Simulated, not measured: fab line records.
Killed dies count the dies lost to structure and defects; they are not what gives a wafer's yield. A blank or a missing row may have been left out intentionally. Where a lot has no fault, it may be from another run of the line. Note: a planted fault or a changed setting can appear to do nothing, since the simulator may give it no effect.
fab line records    flow nand-harc
record lots=11  wafers=33  last-day=33
route steps=1302 shown P_M2@331 END@1302
lots that met no fault: taken from a fault-free run of the same line
start-h: hours from the record's opening day to when the first of the lot's shown wafers began    wait-h: hours from the lot's prior step to this one    " same as the row above    L1.1+2: a single row standing in for several wafers    - no value, or no start given    * or withheld: withheld    < > ~ a bound
route shown NAME@n: a module of which the file shows steps, and the number in the route of the first    usual: average and standard deviation across the fault-free wafers    same: alike in all rows    chamber/n: place in a boat    sites: readings site by site    _std_site: how widely they spread, as a standard deviation    _edge_site: mean of outer sites minus mean of inner sites    radius-mm: how far each site lies from the wafer's centre    mask NAME#n: copy n    behind: the last tool/chamber to shape the wafer    hold: the reason the lot was held/the length of the hold in hours/how it ended    device: the n, p or np transistor that did not switch    end of line: the route-end tests of the same wafers    a step given without rows: its recipe and nothing more    killed: dies lost to structure and defects at the first sort, not the wafer's yield    map: shows each die of a wafer: x if killed, . if not, _ if none is there
set.NAME: the run value of the setting; set.NAME@STEP: its run value at that earlier step    model.NAME: the simulator's own value behind a step, which no gauge read
route steps across a sampled set of lots; one table per step, one row per wafer
services: from which hour (start-h, from the record's first day; less than 0 if before it) a tool's chamber was out of use, for how many hours, and why
## steps
# step NHARC_P_M2_DESCUM_14
# recipe time-s=3  o2-flow-sccm=200  ar-flow-sccm=0  bias-power-w=0  chemistry=O2
# usual drypump-motor-current-A=5.6/0.5  oes-product-au=1.000/0.0099  rf-vpp-V=58.0/0.85  showerhead-plenum-p-Torr=1.93/0.096  throttle-valve-pct=11.312/0.0093
# same time-s=3
lot.wafer  tool         chamber  start-h  wait-h  drypump-motor-current-A  oes-product-au  rf-hours-counter-h  rf-vpp-V  showerhead-plenum-p-Torr  throttle-valve-pct
L980.3     rie-diel-12  1        161.78   0.1     6.3                      1.013           3.9                 59.1      2.04                      11.328
L980.5     "            3        "        "       5.0                      1.010           -                   58.2      2.02                      11.310
L980.4     "            1        "        "       6.2                      1.007           -                   57.6      2.04                      11.311
L982.1     rie-diel-03  2        180.25   0.1     5.2                      0.995           3.3                 58.4      2.05                      11.311
L982.4     "            3        "        "       5.0                      0.999           1.7                 57.3      1.94                      11.294
L982.6     "            3        "        "       4.9                      1.001           -                   57.1      1.94                      11.304
L983.2     rie-diel-03  3        198.06   0.1     4.9                      0.990           3.8                 56.7      1.94                      11.298
L983.4     "            0        "        "       5.1                      0.995           4.6                 56.8      2.02                      11.307
L983.6     "            0        "        "       5.1                      0.988           -                   58.9      2.02                      11.310
L985.1     rie-diel-03  0        210.39   0.1     5.2                      0.999           5.5                 57.5      2.02                      11.299
L985.3     "            2        "        "       5.2                      1.002           5.7                 57.6      2.04                      11.318
L985.6     "            0        "        "       5.1                      0.994           -                   58.2      2.02                      11.318
L987.2     rie-diel-06  2        238.17   0.1     5.3                      0.987           6.4                 56.7      1.83                      11.330
L987.6     "            2        "        "       5.3                      0.998           -                   57.8      1.83                      11.327
L987.5     "            3        "        "       6.5                      1.018           -                   57.8      1.79                      11.291
L989.1     rie-diel-06  2        247.45   0.1     5.2                      0.996           6.6                 58.6      1.83                      11.310
L989.2     "            1        "        "       5.6                      1.000           7.8                 56.8      1.78                      11.303
L989.5     "            2        "        "       5.2                      0.992           -                   57.6      1.83                      11.300
L990.4     rie-diel-12  0        254.60   0.1     6.0                      0.987           3.7                 58.9      1.98                      11.333
L990.6     "            0        "        "       6.0                      0.994           -                   57.4      1.98                      11.324
L990.5     "            1        "        "       6.3                      0.996           -                   56.8      2.04                      11.313
L991.2     rie-diel-03  0        275.37   0.1     5.1                      0.992           8.9                 57.5      2.02                      11.302
L991.5     "            1        "        "       5.1                      1.000           -                   58.4      1.87                      11.314
L991.6     "            0        "        "       5.1                      0.994           -                   57.5      2.02                      11.317
L998.1     rie-diel-12  2        343.04   0.1     5.7                      0.987           2.7                 56.4      1.85                      11.298
L998.2     "            1        "        "       6.2                      1.005           3.1                 59.4      2.04                      11.313
L998.5     "            3        "        "       5.0                      1.013           -                   58.4      2.01                      11.315
L999.3     rie-diel-03  2        352.15   0.1     5.2                      1.004           2.1                 57.5      2.04                      11.331
L999.5     "            2        "        "       5.2                      1.003           -                   58.0      2.04                      11.311
L999.6     "            3        "        "       5.0                      0.995           -                   59.2      1.94                      11.326
L100.1     rie-diel-12  2        360.32   0.1     5.7                      0.995           3.8                 58.7      1.85                      11.319
L100.3     "            0        "        "       6.0                      0.999           4.0                 58.6      1.98                      11.310
L100.6     "            1        "        "       6.3                      1.008           -                   57.7      2.04                      11.324
# step NHARC_P_M2_ETCH_15
# recipe target-depth-a=1825  time-s=91.2  c4f8-flow-sccm=withheld  ar-flow-sccm=400  rf-w=600  bias-w=300  chemistry=C4F8/Ar
# usual bias-w=300.1/0.89  oes-product-au=0.945/0.023  rf-vpp-V=441/3.1
# same time-s=91.2
lot.wafer  tool         chamber  start-h  wait-h  bias-w  oes-product-au  rf-hours-counter-h  rf-vpp-V
L980.4     rie-diel-12  1        -        -       299.8   0.959           3.9                 444
L980.3     "            3        "        "       301.6   0.951           3.8                 444
L980.5     "            2        "        "       298.2   0.953           -                   438
L982.4     rie-diel-03  2        -        -       299.5   0.932           3.3                 445
L982.1     "            0        "        "       298.7   0.916           3.1                 445
L982.6     "            1        "        "       301.0   0.925           -                   441
L983.2     rie-diel-03  3        -        -       300.1   0.928           3.8                 443
L983.4     "            1        "        "       299.1   0.921           4.1                 440
L983.6     "            0        "        "       299.0   0.915           -                   444
L985.3     rie-diel-03  2        -        -       300.0   0.919           5.7                 445
L985.1     "            0        "        "       299.9   0.910           5.5                 446
L985.6     "            1        "        "       300.4   0.926           -                   438
L987.2     rie-diel-06  3        -        -       300.4   0.933           7.2                 436
L987.6     "            2        "        "       299.7   0.919           -                   437
L987.5     "            3        "        "       299.8   0.943           -                   436
L989.2     rie-diel-06  2        -        -       299.6   0.920           6.6                 438
L989.1     "            3        "        "       299.7   0.934           7.5                 438
L989.5     "            3        "        "       301.1   0.926           -                   436
L990.4     rie-diel-12  2        -        -       302.0   0.964           8.4                 439
L990.6     "            1        "        "       300.7   0.958           -                   444
L990.5     "            2        "        "       301.0   0.973           -                   438
L991.2     rie-diel-03  0        -        -       299.2   0.921           8.9                 444
L991.6     "            1        "        "       299.3   0.918           -                   439
L991.5     "            0        "        "       301.0   0.921           -                   444
L998.1     rie-diel-12  1        -        -       299.0   0.978           3.1                 444
L998.2     "            2        "        "       301.4   0.962           2.8                 440
L998.5     "            3        "        "       301.7   0.977           -                   444
L999.3     rie-diel-03  3        -        -       301.3   0.919           2.2                 441
L999.6     "            1        "        "       299.9   0.941           -                   439
L999.5     "            3        "        "       300.6   0.923           -                   441
L100.1     rie-diel-12  1        -        -       300.1   0.969           4.2                 446
L100.3     "            2        "        "       299.9   0.948           3.8                 439
L100.6     "            0        "        "       299.9   0.977           -                   443
# step NHARC_P_M2_ECD_22
# recipe target-thk-a=4000  bath-temp-c=25  material=Cu
lot.wafer   tool       chamber  start-h  wait-h
L980.4+3+5  ecd-cu-02  0,1,1    163.25   -
L982.1+4+6  ecd-cu-02  1,1,0    181.65   -
L983.2+4+6  ecd-cu-01  1,0,1    199.43   -
L985.1+3+6  ecd-cu-02  0,1,0    211.85   -
L987.2+6+5  ecd-cu-02  0,1,0    239.60   -
L989.1+2+5  ecd-cu-01  0,1,0    249.11   -
L990.4+6+5  ecd-cu-02  0,0,1    256.08   -
L991.2+5+6  ecd-cu-02  0,1,0    276.82   -
L998.1+2+5  ecd-cu-01  1,0,0    344.52   -
L999.3+5+6  ecd-cu-01  0,1,0    353.78   -
L100.1+3+6  ecd-cu-01  1,0,0    362.17   -
# step NHARC_P_M2_CMP_23
# recipe t-overpolish-s=20  target-thk-nm=144.3
# usual motor-current-A=12.4/1.1  time-to-endpoint-s=28.9/2.9
lot.wafer  tool    chamber  start-h  wait-h  motor-current-A  time-to-endpoint-s
L980.3     cmp-04  3        163.93   -       12.4             31.2
L980.4     "       0        "        "       10.6             29.3
L980.5     "       2        "        "       15.0             27.7
L982.1     cmp-01  2        182.40   -       13.3             29.3
L982.4     "       0        "        "       11.1             25.3
L982.6     "       2        "        "       13.5             28.7
L983.2     cmp-02  2        200.22   -       12.9             31.1
L983.4     "       3        "        "       11.6             25.0
L983.6     "       0        "        "       12.0             25.9
L985.3     cmp-02  1        212.55   -       12.8             27.4
L985.1     "       2        "        "       12.9             33.1
L985.6     "       0        "        "       12.7             26.1
L987.2     cmp-04  0        240.27   -       10.2             33.3
L987.5     "       0        "        "       10.1             32.4
L987.6     "       1        "        "       12.3             31.9
L989.1     cmp-01  0        249.86   -       10.7             23.7
L989.2     "       2        "        "       12.6             24.2
L989.5     "       3        "        "       13.4             29.0
L990.4     cmp-04  3        256.71   -       12.6             17.4
L990.5     "       3        "        "       11.9             16.3
L990.6     "       0        "        "       10.3             19.7
L991.2     cmp-02  3        277.49   -       11.3             12.8
L991.5     "       3        "        "       11.6             11.1
L991.6     "       0        "        "       12.6             10.9
L998.1     cmp-02  0        345.62   -       12.9             26.0
L998.2     "       1        "        "       12.5             28.0
L998.5     "       2        "        "       13.8             31.3
L999.3     cmp-04  3        354.39   -       12.4             30.1
L999.5     "       2        "        "       13.9             31.5
L999.6     "       3        "        "       12.2             34.0
L100.3     cmp-04  2        362.99   -       14.1             29.6
L100.1     "       3        "        "       12.1             31.2
L100.6     "       2        "        "       14.2             30.0
# step NHARC_P_M2_DEP_33
# recipe target-thk-a=300  temp-c=370  target-thk-nm=30  pressure-torr=3  flow-sccm=200  rf-w=450  material=SiCN
# usual heater-power-w=594/79
lot.wafer  tool      chamber  start-h  wait-h  heater-power-w
L980.3     pecvd-03  2        164.54   0.1     622
L980.5     "         1        "        "       415
L980.4     "         2        "        "       626
L982.1     pecvd-04  2        182.99   0.1     659
L982.4     "         2        "        "       665
L982.6     "         0        "        "       655
L983.2     pecvd-01  0        200.87   0.1     564
L983.6     "         1        "        "       463
L983.4     "         2        "        "       572
L985.3     pecvd-03  2        213.14   0.1     670
L985.1     "         0        "        "       706
L985.6     "         0        "        "       710
L987.2     pecvd-03  1        240.93   0.1     437
L987.5     "         0        "        "       671
L987.6     "         1        "        "       434
L989.2     pecvd-04  2        250.45   0.1     676
L989.1     "         0        "        "       607
L989.5     "         2        "        "       673
L990.4     pecvd-03  0        257.46   0.2     576
L990.6     "         1        "        "       456
L990.5     "         2        "        "       648
L991.2     pecvd-03  1        278.19   0.1     477
L991.6     "         0        "        "       672
L991.5     "         1        "        "       479
L998.2     pecvd-03  1        346.18   0.1     392
L998.1     "         0        "        "       682
L998.5     "         1        "        "       406
L999.3     pecvd-01  0        355.07   0.1     522
L999.5     "         1        "        "       587
L999.6     "         0        "        "       537
L100.3     pecvd-01  1        363.65   0.1     606
L100.1     "         2        "        "       556
L100.6     "         2        "        "       562
# step NHARC_END_SORT_01
# recipe temp-c=25
# usual defect-limited-yield=91.6/2.8  killed-at-array=53/19  killed-at-other=0.8/1.2  killed-at-periphery=3.7/2.3  killed-dies=57/19  killed-open=3.2/1.7  killed-short=2.6/1.8  sort_bin_2_pct=3.0/1.2  sort_bin_3_pct=0.7/0.4  sort_bin_4_pct=4.8/1.5  sort-n-pass=620/19  sort-rim-yield-pct=90/4.8  sort-yield-pct=91.6/2.8
# same gross-dies=677  sort_bin_5_pct[%]=0  sort_bin_6_pct[%]=0  sort_bin_7_pct[%]=0  sort_bin_8_pct[%]=0  sort-rim-n-gross=106.00
lot.wafer  tool       chamber  start-h  wait-h  defect-limited-yield[%]  killed-at-array  killed-at-other  killed-at-periphery  killed-dies  killed-open  killed-short  sort_bin_2_pct[%]  sort_bin_3_pct[%]  sort_bin_4_pct[%]  sort-n-pass  sort-rim-yield-pct[%]  sort-yield-pct[%]
L980.3     prober-02  0        593.09   3.1     94.5                     25               0                12                   37           5            2             2.1                0.4                3.0                640          90                     94.5
L980.4     prober-02  0        593.90   3.4     93.6                     37               0                6                    43           2            3             2.2                0.3                3.8                634          91                     93.6
L980.5     prober-02  0        594.70   3.7     94.5                     31               0                6                    37           6            4             1.9                0.1                3.4                640          91                     94.5
L982.1     prober-02  0        632.96   2.5     95.1                     31               0                2                    33           4            5             1.0                0.1                3.7                644          95                     95.1
L982.4     prober-02  0        635.37   3.4     95.1                     31               0                2                    33           4            1             1.8                0.6                2.5                644          95                     95.1
L982.6     prober-02  0        636.98   4.0     96.0                     25               1                1                    27           4            5             1.9                0                  2.1                650          95                     96.0
L985.1     prober-01  0        640.83   2.5     90.5                     60               0                4                    64           1            2             3.4                0.7                5.3                613          84                     90.5
L985.3     prober-01  0        642.42   3.1     87.9                     77               0                5                    82           5            3             4.0                0.6                7.5                595          83                     87.9
L985.6     prober-01  0        644.79   4.0     90.0                     62               3                3                    68           2            0             4.1                1.2                4.7                609          82                     90.0
L983.2     prober-02  0        641.59   2.8     95.7                     26               1                2                    29           1            1             1.3                0.3                2.7                648          94                     95.7
L983.4     prober-02  0        643.20   3.4     95.1                     29               1                3                    33           3            2             1.3                0.4                3.1                644          95                     95.1
L983.6     prober-02  0        644.81   4.0     95.4                     27               3                1                    31           5            0             1.0                0.4                3.1                646          95                     95.4
L989.1     prober-02  0        662.24   2.5     89.7                     66               1                3                    70           3            6             3.8                0.3                6.2                607          90                     89.7
L989.2     prober-02  0        663.03   2.8     88.6                     74               2                1                    77           3            3             3.5                0.9                6.9                600          80                     88.6
L989.5     prober-02  0        665.42   3.7     91.3                     54               2                3                    59           3            3             3.7                0.9                4.1                618          78                     91.3
L987.2     prober-02  0        670.82   2.8     87.0                     84               0                4                    88           1            5             4.9                0.7                7.4                589          90                     87.0
L987.5     prober-02  0        673.25   3.7     85.7                     93               0                4                    97           2            1             5.0                1.2                8.1                580          90                     85.7
L987.6     prober-02  0        674.06   4.0     89.4                     69               1                2                    72           6            1             3.5                1.6                5.5                605          82                     89.4
L990.4     prober-01  0        700.87   3.4     91.7                     48               2                6                    56           4            2             2.7                0.1                5.5                621          90                     91.7
L990.5     prober-01  0        701.67   3.7     93.6                     40               1                2                    43           2            3             2.4                0.4                3.5                634          90                     93.6
L990.6     prober-01  0        702.48   4.0     91.7                     53               0                3                    56           4            3             2.2                0.6                5.5                621          89                     91.7
L991.2     prober-01  0        725.23   2.8     95.0                     32               0                2                    34           2            0             1.3                0.3                3.4                643          92                     95.0
L991.5     prober-01  0        727.61   3.7     95.9                     25               0                3                    28           3            1             0.9                0.3                3.0                649          90                     95.9
L991.6     prober-01  0        728.40   4.0     96.3                     22               0                3                    25           3            2             0.9                0.3                2.5                652          98                     96.3
L998.1     prober-02  0        774.14   2.5     89.2                     70               1                2                    73           5            4             4.6                1.0                5.2                604          94                     89.2
L998.2     prober-02  0        774.93   2.8     90.4                     59               3                3                    65           5            3             4.0                0.7                4.9                612          87                     90.4
L998.5     prober-02  0        777.30   3.7     89.5                     59               6                6                    71           3            3             5.0                0.6                4.9                606          92                     89.5
L100.1     prober-02  0        783.01   2.5     92.2                     50               0                3                    53           3            2             2.1                0.4                5.3                624          97                     92.2
L100.3     prober-02  0        784.61   3.1     93.1                     43               1                3                    47           2            3             1.6                0.7                4.6                630          95                     93.1
L100.6     prober-02  0        787.01   4.0     93.2                     42               2                2                    46           2            2             1.9                0.9                4.0                631          92                     93.2
L999.3     prober-01  0        788.52   3.1     90.8                     55               0                7                    62           3            5             3.1                0.6                5.5                615          87                     90.8
L999.5     prober-01  0        790.10   3.7     91.0                     52               0                9                    61           5            3             2.4                0.4                6.2                616          90                     91.0
L999.6     prober-01  0        790.90   4.0     92.6                     48               0                2                    50           2            1             2.7                0.4                4.3                627          95                     92.6
# killed by level:class
L980.3 A_CHANNEL_HOLE_D2:chamber-film-flake=16 P_GATE:chamber-film-flake=5 P_M0:chamber-film-flake=4 P_CONTACT:geometric-particle:open=2 A_CONTACT:chamber-film-flake=2 P_GATE:geometric-particle:open=1 A_CHANNEL_FILL_D1:geometric-particle:short=1 A_DECK1_JOINT:geometric-particle:open=1
L980.4 A_CHANNEL_HOLE_D2:chamber-film-flake=29 P_M0:chamber-film-flake=4 A_CHANNEL_FILL_D2:geometric-particle:short=2 A_ONON_D1:geometric-particle:open=1 A_WL_FILL:geometric-particle:short=1 A_CONTACT:geometric-particle:open=1 P_GATE:chamber-film-flake=1 P_M2:chamber-film-flake=1
L980.5 A_CHANNEL_HOLE_D2:chamber-film-flake=16 A_CONTACT:chamber-film-flake=3 A_ONON_D2:geometric-particle:short=2 P_M0:chamber-film-flake=2 A_CHANNEL_HOLE_D1:chamber-film-flake=2 P_CONTACT:geometric-particle:open=1 P_M0:geometric-particle:short=1 A_CHANNEL_FILL_D1:geometric-particle:open=1
L982.1 A_CHANNEL_HOLE_D2:chamber-film-flake=5 A_STAIRCASE:chamber-film-flake=4 A_WL_FILL:chamber-film-flake=4 A_CHANNEL_FILL_D1:chamber-film-flake=3 A_CONTACT:chamber-film-flake=3 A_CHANNEL_HOLE_D1:geometric-particle:short=2 A_CHANNEL_HOLE_D1:chamber-film-flake=2 P_M0:geometric-particle:open=1
L982.4 A_STAIRCASE:chamber-film-flake=8 A_CHANNEL_HOLE_D2:chamber-film-flake=7 A_CHANNEL_HOLE_D1:chamber-film-flake=4 A_CONTACT:chamber-film-flake=3 P_GATE:geometric-particle:open=2 A_CHANNEL_FILL_D1:chamber-film-flake=2 A_SLIT:chamber-film-flake=2 A_WL_FILL:chamber-film-flake=2
L982.6 A_CHANNEL_HOLE_D2:chamber-film-flake=8 A_BLC:chamber-film-flake=3 A_SGD_CUT:geometric-particle:short=2 A_CONTACT:geometric-particle:open=2 A_CHANNEL_FILL_D1:chamber-film-flake=2 A_WL_FILL:chamber-film-flake=2 P_M0:geometric-particle:short=1 A_ONON_D1:geometric-particle:open=1
L985.1 A_SLIT:chamber-film-flake=24 A_CHANNEL_HOLE_D1:chamber-film-flake=16 A_CHANNEL_HOLE_D2:chamber-film-flake=11 P_ZERO_WELL:chamber-film-flake=3 A_CONTACT:chamber-film-flake=2 A_SOURCE_PLATE:geometric-particle:short=1 A_ONON_D1:geometric-particle:short=1 A_DECK1_JOINT:geometric-particle:open=1
L983.2 A_CHANNEL_HOLE_D2:chamber-film-flake=9 A_CONTACT:chamber-film-flake=7 A_CHANNEL_HOLE_D1:chamber-film-flake=6 P_M1:geometric-particle:open=1 A_SOURCE_PLATE:geometric-particle:short=1 P_STI:chamber-film-flake=1 A_STAIRCASE:chamber-film-flake=1 A_SLIT:chamber-film-flake=1
L985.3 A_CHANNEL_HOLE_D1:chamber-film-flake=32 A_CHANNEL_HOLE_D2:chamber-film-flake=15 A_SLIT:chamber-film-flake=15 A_ZERO_WELL:chamber-film-flake=3 A_WL_FILL:chamber-film-flake=3 A_WL_FILL:geometric-particle:short=2 P_CONTACT:geometric-particle:short=1 P_CONTACT:geometric-particle:open=1
L983.4 A_CHANNEL_HOLE_D2:chamber-film-flake=8 A_CONTACT:chamber-film-flake=4 A_CHANNEL_HOLE_D1:chamber-film-flake=3 A_STAIRCASE:chamber-film-flake=3 A_BONDPAD:chamber-film-flake=3 P_STI:chamber-film-flake=2 A_CHANNEL_FILL_D1:geometric-particle:open=1 A_DECK1_JOINT:geometric-particle:short=1
L985.6 A_SLIT:chamber-film-flake=21 A_CHANNEL_HOLE_D1:chamber-film-flake=16 A_CHANNEL_HOLE_D2:chamber-film-flake=15 A_BLC:chamber-film-flake=4 P_BONDPAD:chamber-film-flake=3 THIN_TSV:chamber-film-flake=3 A_CONTACT:chamber-film-flake=2 A_CHANNEL_FILL_D1:geometric-particle:open=1
L983.6 A_CHANNEL_HOLE_D2:chamber-film-flake=6 A_CONTACT:chamber-film-flake=4 A_CHANNEL_HOLE_D1:chamber-film-flake=3 A_BLC:chamber-film-flake=3 THIN_TSV:chamber-film-flake=3 A_DECK1_JOINT:geometric-particle:open=2 A_CHANNEL_FILL_D2:chamber-film-flake=2 P_M0:geometric-particle:open=1
L989.1 A_SLIT:chamber-film-flake=34 A_CHANNEL_HOLE_D1:chamber-film-flake=17 A_CHANNEL_HOLE_D2:chamber-film-flake=2 A_CONTACT:chamber-film-flake=2 P_STI:geometric-particle:open=1 P_CONTACT:geometric-particle:open=1 P_M0:geometric-particle:open=1 A_CHANNEL_FILL_D1:geometric-particle:short=1
L989.2 A_CHANNEL_HOLE_D1:chamber-film-flake=35 A_SLIT:chamber-film-flake=23 A_DECK1_JOINT:chamber-film-flake=3 A_CONTACT:chamber-film-flake=3 A_ONON_D2:geometric-particle:open=2 A_WL_FILL:geometric-particle:short=2 A_ZERO_WELL:chamber-film-flake=2 THIN_TSV:chamber-film-flake=2
L989.5 A_SLIT:chamber-film-flake=23 A_CHANNEL_HOLE_D1:chamber-film-flake=15 A_CONTACT:chamber-film-flake=5 A_DECK1_JOINT:geometric-particle:open=3 A_WL_FILL:chamber-film-flake=2 THIN_TSV:chamber-film-flake=2 A_CHANNEL_HOLE_D2:geometric-particle:short=1 A_CHANNEL_FILL_D2:geometric-particle:short=1
L987.2 A_SLIT:chamber-film-flake=34 A_CHANNEL_HOLE_D1:chamber-film-flake=16 A_CONTACT:chamber-film-flake=14 A_CHANNEL_HOLE_D2:chamber-film-flake=10 A_DECK1_JOINT:geometric-particle:short=2 P_M1:chamber-film-flake=2 A_CHANNEL_FILL_D2:chamber-film-flake=2 A_STAIRCASE:chamber-film-flake=2
L987.5 A_CHANNEL_HOLE_D1:chamber-film-flake=35 A_SLIT:chamber-film-flake=27 A_CHANNEL_HOLE_D2:chamber-film-flake=14 A_CONTACT:chamber-film-flake=11 P_STI:chamber-film-flake=2 P_GATE:geometric-particle:short=1 A_ONON_D1:geometric-particle:open=1 A_M1:geometric-particle:open=1
L987.6 A_SLIT:chamber-film-flake=22 A_CHANNEL_HOLE_D1:chamber-film-flake=16 A_CHANNEL_HOLE_D2:chamber-film-flake=14 A_CONTACT:chamber-film-flake=9 A_DECK1_JOINT:geometric-particle:open=2 A_CONTACT:geometric-particle:open=2 P_STI:chamber-film-flake=2 A_CHANNEL_FILL_D1:geometric-particle:open=1
L990.4 A_CHANNEL_HOLE_D1:chamber-film-flake=30 A_CHANNEL_HOLE_D2:chamber-film-flake=9 A_DECK1_JOINT:geometric-particle:open=2 P_ZERO_WELL:chamber-film-flake=2 A_DECK1_JOINT:chamber-film-flake=2 A_STAIRCASE:chamber-film-flake=2 THIN_TSV:chamber-film-flake=2 P_GATE:geometric-particle:short=1
L990.5 A_CHANNEL_HOLE_D1:chamber-film-flake=18 A_CHANNEL_HOLE_D2:chamber-film-flake=13 A_STAIRCASE:chamber-film-flake=2 P_GATE:geometric-particle:open=1 A_SOURCE_PLATE:geometric-particle:short=1 A_ONON_D1:geometric-particle:open=1 A_DECK1_JOINT:geometric-particle:short=1 A_CHANNEL_FILL_D2:geometric-particle:short=1
L990.6 A_CHANNEL_HOLE_D1:chamber-film-flake=28 A_CHANNEL_HOLE_D2:chamber-film-flake=11 A_SLIT:chamber-film-flake=3 A_CHANNEL_HOLE_D1:geometric-particle:short=2 A_CONTACT:geometric-particle:open=2 A_STAIRCASE:chamber-film-flake=2 P_M0:geometric-particle:open=1 A_ONON_D2:geometric-particle:short=1
L991.2 A_CONTACT:chamber-film-flake=10 A_CHANNEL_HOLE_D1:chamber-film-flake=7 A_SLIT:chamber-film-flake=4 A_WL_FILL:chamber-film-flake=4 A_STAIRCASE:chamber-film-flake=2 A_DECK1_JOINT:geometric-particle:open=1 A_M0:geometric-particle:open=1 P_ZERO_WELL:chamber-film-flake=1
L991.5 A_CONTACT:chamber-film-flake=8 A_CHANNEL_HOLE_D1:chamber-film-flake=5 A_SLIT:chamber-film-flake=5 P_M0:chamber-film-flake=2 A_STAIRCASE:chamber-film-flake=2 P_M0:geometric-particle:open=1 A_ONON_D2:geometric-particle:short=1 A_STAIRCASE:geometric-particle:open=1
L991.6 A_CHANNEL_HOLE_D1:chamber-film-flake=5 A_SLIT:chamber-film-flake=5 P_STI:chamber-film-flake=2 A_DECK1_JOINT:chamber-film-flake=2 A_STAIRCASE:chamber-film-flake=2 A_CONTACT:chamber-film-flake=2 P_M0:geometric-particle:open=1 A_ONON_D1:geometric-particle:open=1
L998.1 A_SLIT:chamber-film-flake=26 A_CHANNEL_HOLE_D2:chamber-film-flake=15 A_CHANNEL_HOLE_D1:chamber-film-flake=10 A_CONTACT:chamber-film-flake=8 A_STAIRCASE:chamber-film-flake=3 A_ONON_D2:geometric-particle:short=2 P_M0:geometric-particle:open=1 A_SOURCE_PLATE:geometric-particle:open=1
L998.2 A_CHANNEL_HOLE_D2:chamber-film-flake=18 A_SLIT:chamber-film-flake=17 A_CHANNEL_HOLE_D1:chamber-film-flake=12 THIN_TSV:chamber-film-flake=3 A_DECK1_JOINT:geometric-particle:open=2 A_M0:geometric-particle:open=2 P_STI:chamber-film-flake=2 A_CONTACT:chamber-film-flake=2
L998.5 A_SLIT:chamber-film-flake=25 A_CHANNEL_HOLE_D2:chamber-film-flake=21 A_CONTACT:chamber-film-flake=4 THIN_TSV:chamber-film-flake=4 A_CHANNEL_HOLE_D1:chamber-film-flake=3 A_WL_FILL:geometric-particle:short=2 P_GATE:chamber-film-flake=2 P_M0:chamber-film-flake=2
L100.1 A_CHANNEL_HOLE_D2:chamber-film-flake=30 A_SLIT:chamber-film-flake=11 P_GATE:chamber-film-flake=2 A_WL_FILL:chamber-film-flake=2 A_CONTACT:chamber-film-flake=2 P_M0:geometric-particle:open=1 A_ONON_D1:geometric-particle:short=1 A_CHANNEL_FILL_D1:geometric-particle:open=1
L100.3 A_CHANNEL_HOLE_D2:chamber-film-flake=25 A_SLIT:chamber-film-flake=5 A_CONTACT:chamber-film-flake=4 P_GATE:chamber-film-flake=2 A_WL_FILL:chamber-film-flake=2 A_ONON_D1:geometric-particle:short=1 A_CHANNEL_HOLE_D1:geometric-particle:open=1 A_DECK1_JOINT:geometric-particle:short=1
L100.6 A_CHANNEL_HOLE_D2:chamber-film-flake=23 A_SLIT:chamber-film-flake=8 A_CONTACT:chamber-film-flake=6 A_ONON_D1:geometric-particle:open=1 A_SGD_CUT:geometric-particle:open=1 A_SGD_CUT:geometric-particle:short=1 P_STI:chamber-film-flake=1 P_GATE:chamber-film-flake=1
L999.3 A_SLIT:chamber-film-flake=30 A_CHANNEL_HOLE_D1:chamber-film-flake=10 P_GATE:chamber-film-flake=6 A_CONTACT:chamber-film-flake=5 A_WL_FILL:geometric-particle:short=3 A_CHANNEL_HOLE_D2:chamber-film-flake=2 P_M0:geometric-particle:open=1 A_DECK1_JOINT:geometric-particle:short=1
L999.5 A_SLIT:chamber-film-flake=21 A_CHANNEL_HOLE_D1:chamber-film-flake=12 A_CONTACT:chamber-film-flake=8 P_ZERO_WELL:chamber-film-flake=4 P_CONTACT:geometric-particle:short=2 A_DECK1_JOINT:geometric-particle:open=2 P_GATE:chamber-film-flake=2 A_CHANNEL_HOLE_D2:chamber-film-flake=2
L999.6 A_SLIT:chamber-film-flake=35 A_CHANNEL_HOLE_D1:chamber-film-flake=6 P_GATE:chamber-film-flake=2 A_ONON_D1:geometric-particle:open=1 A_DECK1_JOINT:geometric-particle:open=1 A_M1:geometric-particle:short=1 A_CHANNEL_FILL_D1:chamber-film-flake=1 A_DECK1_JOINT:chamber-film-flake=1
## services
tool         chamber  start-h  hours  kind
rie-diel-12  2        144.19   3.2    repair
cmp-04       -        151.48   1.3    repair
rie-diel-03  3        153.56   9.8    repair
cmp-02       -        156.66   0.5    repair
rie-diel-06  0        158.18   2.5    repair
ecd-cu-01    -        160.00   8.0    pm
cmp-04       -        177.38   0.5    repair
pecvd-03     -        185.00   13.0   pm
rie-diel-03  3        201.22   13.0   repair
cmp-04       -        209.00   4.0    pm
cmp-04       -        214.03   4.0    repair
rie-diel-12  0        225.00   9.4    repair
ecd-cu-02    -        244.00   8.0    pm
rie-diel-12  -        268.41   9.0    pm
rie-diel-03  2        273.95   14.5   repair
cmp-04       -        298.32   2.3    repair
rie-diel-03  -        303.35   9.0    pm
rie-diel-12  2        303.82   6.4    repair
cmp-04       -        307.04   4.0    pm
rie-diel-03  0        333.59   37.4   repair
ecd-cu-01    -        336.00   8.0    pm
rie-diel-12  0        340.87   11.5   repair
cmp-04       -        344.96   2.4    repair
ecd-cu-02    -        359.94   2.8    repair
## key
first-sign step=NHARC_P_M2_CMP_23  reading=time-to-endpoint-s  direction=down  sigmas=4.9  usual=*  struck=*
effect none on later readings
met-at NHARC_P_M2_ECD_22
struck-lots L990,L991
not-acting-at NHARC_P_M2_DESCUM_14,NHARC_P_M2_ETCH_15,NHARC_P_M2_DEP_33
onset-between 239.60 256.08
fault kind=process-parameter-drift  tool=ecd-cu-02  chamber=-  onset-h=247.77  steps=NHARC_P_M2_ECD_22  channel=target-thk-a  offset=*  shape=step  end-h=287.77  acts-in=*  stated=*
